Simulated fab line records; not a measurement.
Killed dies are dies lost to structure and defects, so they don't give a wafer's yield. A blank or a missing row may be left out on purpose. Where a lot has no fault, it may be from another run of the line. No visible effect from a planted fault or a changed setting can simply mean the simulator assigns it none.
Which of the tools did it? ; flow n5Finfet ; 8 lots with 24 wafers sampled at 4 steps, on a route of 1938 steps

WHAT THE GAUGES SHOWED, per wafer
N5_SD_EPI_P_OVL_MEAS_10.
lot;measured;on;SD_P_BLK_OVL (nm)
L972;day 3 06:26;overlay-01;-1.2 -0.1 -0.8
L974;day 3 18:13;overlay-01;0.7 -0.2 1.8
L983;day 6 01:18;overlay-02;-0.5 0.0 0.0
L990;day 8 00:13;overlay-01;53.0 54.5 53.5
L991;day 8 04:19;overlay-02;52.4 52.8 50.7
L993;day 8 14:29;overlay-02;-0.3 -0.4 -1.3
L994;day 8 19:43;overlay-02;-1.1 -0.6 -0.1
L995;day 9 01:53;overlay-02;0.5 0.6 -0.7

WHICH TOOL RAN EACH LOT (tool, then ch and the chambers of the sampled wafers, then the start)
lot;N5_SD_EPI_N_ETCHBACK_44;N5_SD_EPI_N_SD_RECESS_17;N5_SD_EPI_P_EXPOSE_06
L972;rieDiel-06 ch 0,2,3, day 3 02:28;rieSi-06 ch 0,1, day 3 02:44;arfiScanner-02 ch 0, day 3 06:18
L974;rieDiel-01 ch 0,1,2, day 3 14:09;rieSi-03 ch 0,1,2, day 3 14:25;arfiScanner-02 ch 0, day 3 18:03
L983;rieDiel-01 ch 0,3, day 5 21:17;rieSi-03 ch 0,3, day 5 21:34;arfiScanner-03 ch 0, day 6 01:09
L990;rieDiel-01 ch 0,1,3, day 7 19:25;rieSi-03 ch 0,1,2, day 7 19:41;arfiScanner-02 ch 0, day 8 00:04
L991;rieDiel-06 ch 0,1, day 7 23:08;rieSi-06 ch 0,1, day 7 23:25;arfiScanner-02 ch 0, day 8 04:10
L993;rieDiel-01 ch 0,1,3, day 8 10:31;rieSi-02 ch 1,2,3, day 8 10:47;arfiScanner-01 ch 0, day 8 14:19
L994;rieDiel-02 ch 0,1,3, day 8 15:38;rieSi-06 ch 0,3, day 8 15:54;arfiScanner-01 ch 0, day 8 19:34
L995;rieDiel-02 ch 0,2,3, day 8 21:19;rieSi-06 ch 0,2,3, day 8 21:35;arfiScanner-01 ch 0, day 9 01:44
- N5_SD_EPI_N_ETCHBACK_44: etches SiNx in CH3F/O2, stops on SiO2, target depth 14.5 nm.
- N5_SD_EPI_N_SD_RECESS_17: chemistry HBr/Cl2/O2, target depth 41 nm, time 23.7 s, bt time 3 s.
- N5_SD_EPI_P_EXPOSE_06: exposes mask SD P BLK, target cd 240 nm.

THE ANSWER, worked out from the rows above alone
Rule: usual is defined by the lots themselves. The widest of any qualifying gaps counts: lots, ordered by their means at a reading, are off when they make up no more than a third of the lots, leave a main group of 4 or more, and stand apart from it by 3 or more times the standard deviation of that group's means. If all means in a main group match to the digits the tables above print for the reading, that group is not used. A lot without any number at a reading at which 4 lots or more have one is off too. Where the step has rows for the other lots, those lots are counted as sound.
Off: L990, L991, seen at N5_SD_EPI_P_OVL_MEAS_10 (SD_P_BLK_OVL). Main group: mean -0.2 nm, sd 0.53.
If a tool, at a process step before that reading, ran all the lots that are off and no sound lot after the first of them, it fits. The gauges at N5_SD_EPI_P_OVL_MEAS_10 are tried like those tools. One fits: N5_SD_EPI_P_EXPOSE_06 on arfiScanner-02. Its last sound lot is L974 (day 3 18:03), its first lot that is off L990 (day 8 00:04): a fault that began between those two fits.

WHAT THE SIMULATOR HAD INSERTED
Scanner matching overlay: arfiScanner-02, from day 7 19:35 on, at N5_SD_EPI_P_EXPOSE_06. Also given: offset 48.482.
Lots struck among those shown: L990, L991. Same finding as the rule above.
